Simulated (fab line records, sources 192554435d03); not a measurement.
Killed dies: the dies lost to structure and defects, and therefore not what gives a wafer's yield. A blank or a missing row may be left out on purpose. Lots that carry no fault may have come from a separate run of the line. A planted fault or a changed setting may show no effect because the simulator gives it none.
Split-lot experiment || flow n5Finfet || 39 wafers read from 7 lots, route of 1938 steps

## THE SPLIT
At N5_BEOL_M1_PECVD_72 (deposits SiO2 from TEOS/O2, target thk 16 nm, time 18 s), the setting timeS was moved away from the recipe's 18 s on 9 of the 39 wafers read, by -37.0% to +24.1%. For the rest of the wafers, this setting stayed at what the recipe calls for.

Reading taken at the split's own step.

## THE READING
SiO2_of_BEOL_M1_PECVD_72.thkNm (the simulator's own value, which no gauge read), in nm, at N5_BEOL_M1_PECVD_72 (deposits SiO2 from TEOS/O2, target thk 16 nm, time 18 s). No usual value for it is given in the file. Here, 30 wafers ran the recipe; their average is 16.0 nm with a standard deviation of 0.29 nm.

{"wafer": "L075.1", "tool, chamber at the split": "pecvd-01, 0,1,2", "timeS as run, s": 18, "against the recipe": "recipe", "SiO2_of_BEOL_M1_PECVD_72.thkNm, nm": 16.2, "against lot-mates on the recipe": "-"}
{"wafer": "L075.2", "tool, chamber at the split": "pecvd-01, 0,1,2", "timeS as run, s": 18, "against the recipe": "recipe", "SiO2_of_BEOL_M1_PECVD_72.thkNm, nm": 16.2, "against lot-mates on the recipe": "-"}
{"wafer": "L075.4", "tool, chamber at the split": "pecvd-01, 0,1,2", "timeS as run, s": 18, "against the recipe": "recipe", "SiO2_of_BEOL_M1_PECVD_72.thkNm, nm": 16.2, "against lot-mates on the recipe": "-"}
{"wafer": "L075.3", "tool, chamber at the split": "pecvd-01, 2", "timeS as run, s": 18, "against the recipe": "recipe", "SiO2_of_BEOL_M1_PECVD_72.thkNm, nm": 16, "against lot-mates on the recipe": "-"}
{"wafer": "L075.5", "tool, chamber at the split": "pecvd-01, 1", "timeS as run, s": 18, "against the recipe": "recipe", "SiO2_of_BEOL_M1_PECVD_72.thkNm, nm": 16.6, "against lot-mates on the recipe": "-"}
{"wafer": "L075.6", "tool, chamber at the split": "pecvd-01, 0", "timeS as run, s": 18, "against the recipe": "recipe", "SiO2_of_BEOL_M1_PECVD_72.thkNm, nm": 16.4, "against lot-mates on the recipe": "-"}
{"wafer": "L079.1", "tool, chamber at the split": "pecvd-03, 0", "timeS as run, s": 21.82, "against the recipe": "+21.2%", "SiO2_of_BEOL_M1_PECVD_72.thkNm, nm": 19, "against lot-mates on the recipe": "+3.1"}
{"wafer": "L079.2", "tool, chamber at the split": "pecvd-03, 2", "timeS as run, s": 18, "against the recipe": "recipe", "SiO2_of_BEOL_M1_PECVD_72.thkNm, nm": 16, "against lot-mates on the recipe": "-"}
{"wafer": "L079.6", "tool, chamber at the split": "pecvd-03, 2", "timeS as run, s": 18, "against the recipe": "recipe", "SiO2_of_BEOL_M1_PECVD_72.thkNm, nm": 16, "against lot-mates on the recipe": "-"}
{"wafer": "L079.3", "tool, chamber at the split": "pecvd-03, 1", "timeS as run, s": 18, "against the recipe": "recipe", "SiO2_of_BEOL_M1_PECVD_72.thkNm, nm": 15.8, "against lot-mates on the recipe": "-"}
{"wafer": "L079.4", "tool, chamber at the split": "pecvd-03, 1", "timeS as run, s": 21.82, "against the recipe": "+21.2%", "SiO2_of_BEOL_M1_PECVD_72.thkNm, nm": 19.2, "against lot-mates on the recipe": "+3.3"}
{"wafer": "L079.5", "tool, chamber at the split": "pecvd-03, 0", "timeS as run, s": 21.82, "against the recipe": "+21.2%", "SiO2_of_BEOL_M1_PECVD_72.thkNm, nm": 19.4, "against lot-mates on the recipe": "+3.5"}
{"wafer": "L088.1", "tool, chamber at the split": "pecvd-02, 1,2", "timeS as run, s": 22.33, "against the recipe": "+24.1%", "SiO2_of_BEOL_M1_PECVD_72.thkNm, nm": 19.6, "against lot-mates on the recipe": "+3.4"}
{"wafer": "L088.3", "tool, chamber at the split": "pecvd-02, 1,2", "timeS as run, s": 22.33, "against the recipe": "+24.1%", "SiO2_of_BEOL_M1_PECVD_72.thkNm, nm": 19.6, "against lot-mates on the recipe": "+3.4"}
{"wafer": "L088.2", "tool, chamber at the split": "pecvd-02, 0", "timeS as run, s": 22.33, "against the recipe": "+24.1%", "SiO2_of_BEOL_M1_PECVD_72.thkNm, nm": 19.8, "against lot-mates on the recipe": "+3.6"}
{"wafer": "L088.4", "tool, chamber at the split": "pecvd-02, 0", "timeS as run, s": 18, "against the recipe": "recipe", "SiO2_of_BEOL_M1_PECVD_72.thkNm, nm": 16.4, "against lot-mates on the recipe": "-"}
{"wafer": "L088.5", "tool, chamber at the split": "pecvd-02, 2", "timeS as run, s": 18, "against the recipe": "recipe", "SiO2_of_BEOL_M1_PECVD_72.thkNm, nm": 16, "against lot-mates on the recipe": "-"}
{"wafer": "L088.6", "tool, chamber at the split": "pecvd-02, 1", "timeS as run, s": 18, "against the recipe": "recipe", "SiO2_of_BEOL_M1_PECVD_72.thkNm, nm": 16.2, "against lot-mates on the recipe": "-"}
{"wafer": "L089.1", "tool, chamber at the split": "pecvd-01, 1,0", "timeS as run, s": 18, "against the recipe": "recipe", "SiO2_of_BEOL_M1_PECVD_72.thkNm, nm": 16, "against lot-mates on the recipe": "-"}
{"wafer": "L089.2", "tool, chamber at the split": "pecvd-01, 1,0", "timeS as run, s": 18, "against the recipe": "recipe", "SiO2_of_BEOL_M1_PECVD_72.thkNm, nm": 16, "against lot-mates on the recipe": "-"}
{"wafer": "L089.3", "tool, chamber at the split": "pecvd-01, 0,1,0", "timeS as run, s": 18, "against the recipe": "recipe", "SiO2_of_BEOL_M1_PECVD_72.thkNm, nm": 16.2, "against lot-mates on the recipe": "-"}
{"wafer": "L089.4", "tool, chamber at the split": "pecvd-01, 0,1,0", "timeS as run, s": 18, "against the recipe": "recipe", "SiO2_of_BEOL_M1_PECVD_72.thkNm, nm": 16.2, "against lot-mates on the recipe": "-"}
{"wafer": "L089.5", "tool, chamber at the split": "pecvd-01, 0,1,0", "timeS as run, s": 18, "against the recipe": "recipe", "SiO2_of_BEOL_M1_PECVD_72.thkNm, nm": 16.2, "against lot-mates on the recipe": "-"}
{"wafer": "L089.6", "tool, chamber at the split": "pecvd-01, 1", "timeS as run, s": 18, "against the recipe": "recipe", "SiO2_of_BEOL_M1_PECVD_72.thkNm, nm": 16.6, "against lot-mates on the recipe": "-"}
{"wafer": "L091.1", "tool, chamber at the split": "pecvd-03, 1,0", "timeS as run, s": 18, "against the recipe": "recipe", "SiO2_of_BEOL_M1_PECVD_72.thkNm, nm": 15.8, "against lot-mates on the recipe": "-"}
{"wafer": "L091.6", "tool, chamber at the split": "pecvd-03, 1,0", "timeS as run, s": 18, "against the recipe": "recipe", "SiO2_of_BEOL_M1_PECVD_72.thkNm, nm": 15.8, "against lot-mates on the recipe": "-"}
{"wafer": "L091.4", "tool, chamber at the split": "pecvd-03, 2", "timeS as run, s": 18, "against the recipe": "recipe", "SiO2_of_BEOL_M1_PECVD_72.thkNm, nm": 16.2, "against lot-mates on the recipe": "-"}
{"wafer": "L094.1", "tool, chamber at the split": "pecvd-03, 0,1", "timeS as run, s": 18, "against the recipe": "recipe", "SiO2_of_BEOL_M1_PECVD_72.thkNm, nm": 15.4, "against lot-mates on the recipe": "-"}
{"wafer": "L094.2", "tool, chamber at the split": "pecvd-03, 0,1", "timeS as run, s": 18, "against the recipe": "recipe", "SiO2_of_BEOL_M1_PECVD_72.thkNm, nm": 15.4, "against lot-mates on the recipe": "-"}
{"wafer": "L094.3", "tool, chamber at the split": "pecvd-03, 0,1", "timeS as run, s": 18, "against the recipe": "recipe", "SiO2_of_BEOL_M1_PECVD_72.thkNm, nm": 15.8, "against lot-mates on the recipe": "-"}
{"wafer": "L094.4", "tool, chamber at the split": "pecvd-03, 0,1", "timeS as run, s": 18, "against the recipe": "recipe", "SiO2_of_BEOL_M1_PECVD_72.thkNm, nm": 15.8, "against lot-mates on the recipe": "-"}
{"wafer": "L094.5", "tool, chamber at the split": "pecvd-03, 1", "timeS as run, s": 18, "against the recipe": "recipe", "SiO2_of_BEOL_M1_PECVD_72.thkNm, nm": 15.6, "against lot-mates on the recipe": "-"}
{"wafer": "L094.6", "tool, chamber at the split": "pecvd-03, 0", "timeS as run, s": 18, "against the recipe": "recipe", "SiO2_of_BEOL_M1_PECVD_72.thkNm, nm": 16, "against lot-mates on the recipe": "-"}
{"wafer": "L095.1", "tool, chamber at the split": "pecvd-01, 1", "timeS as run, s": 18, "against the recipe": "recipe", "SiO2_of_BEOL_M1_PECVD_72.thkNm, nm": 16, "against lot-mates on the recipe": "-"}
{"wafer": "L095.2", "tool, chamber at the split": "pecvd-01, 0", "timeS as run, s": 11.34, "against the recipe": "-37.0%", "SiO2_of_BEOL_M1_PECVD_72.thkNm, nm": 10.2, "against lot-mates on the recipe": -5.9}
{"wafer": "L095.3", "tool, chamber at the split": "pecvd-01, 2", "timeS as run, s": 11.34, "against the recipe": "-37.0%", "SiO2_of_BEOL_M1_PECVD_72.thkNm, nm": 10, "against lot-mates on the recipe": -6.1}
{"wafer": "L095.4", "tool, chamber at the split": "pecvd-01, 1,0", "timeS as run, s": 18, "against the recipe": "recipe", "SiO2_of_BEOL_M1_PECVD_72.thkNm, nm": 16.2, "against lot-mates on the recipe": "-"}
{"wafer": "L095.5", "tool, chamber at the split": "pecvd-01, 1,0", "timeS as run, s": 18, "against the recipe": "recipe", "SiO2_of_BEOL_M1_PECVD_72.thkNm, nm": 16.2, "against lot-mates on the recipe": "-"}
{"wafer": "L095.6", "tool, chamber at the split": "pecvd-01, 2", "timeS as run, s": 11.34, "against the recipe": "-37.0%", "SiO2_of_BEOL_M1_PECVD_72.thkNm, nm": 10.4, "against lot-mates on the recipe": -5.7}
Rows listing several chambers each stand for several wafers; the file does not say which wafer went through which chamber.

FIT RESULTS
A straight line over all 39 wafers: SiO2_of_BEOL_M1_PECVD_72.thkNm changes by +0.155 nm for each +1% of timeS; r = +0.99; the points scatter about the line by 0.27 nm.
The same after taking each lot's own level away (the mean of its wafers on the recipe; 39 wafers): +0.155 nm for each +1%; r = +1.00; scatter 0.2 nm.
Per that fit: largest timeS move, reading shift of 5.7 nm.
From 15.67 to 16.27 nm: that is the span of the lots' own levels, equal to 2.1 times the standard deviation above.
Consequently the slope shifts little with the lot-to-lot level, the two slopes agreeing.
Check: for one of the wafers moved furthest among these (-37.0%), held out of the fit, the line's prediction against its lot-mates is -5.74 nm. It came out at -5.93 nm against them.

## OTHER SPLITS ON THESE WAFERS
These wafers also went through other splits before the reading. Each is held against what the fit with the lots' levels taken away leaves over:
{"other split on the same wafers": "N5_FIN_SAQP_PECVD_06 timeS", "wafers away from the commonest value": 12, "r with SiO2_of_BEOL_M1_PECVD_72.thkNm (lot level and that fit taken away)": "+0.25"}
{"other split on the same wafers": "N5_DUMMY_GATE_HM_DEP_06 timeS", "wafers away from the commonest value": 18, "r with SiO2_of_BEOL_M1_PECVD_72.thkNm (lot level and that fit taken away)": "+0.00"}
{"other split on the same wafers": "N5_HKMG_FIN_HK_ALD_01 aldCycles", "wafers away from the commonest value": 12, "r with SiO2_of_BEOL_M1_PECVD_72.thkNm (lot level and that fit taken away)": -0.14}
{"other split on the same wafers": "N5_MOL_CONTACT_COAG_ETCH_91 targetDepthA", "wafers away from the commonest value": 15, "r with SiO2_of_BEOL_M1_PECVD_72.thkNm (lot level and that fit taken away)": -0.02}

## FILE'S OWN FIT
SiO2_of_BEOL_M1_PECVD_72.thkNm changes by +0.155 nm for each +1% of timeS, r = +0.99.
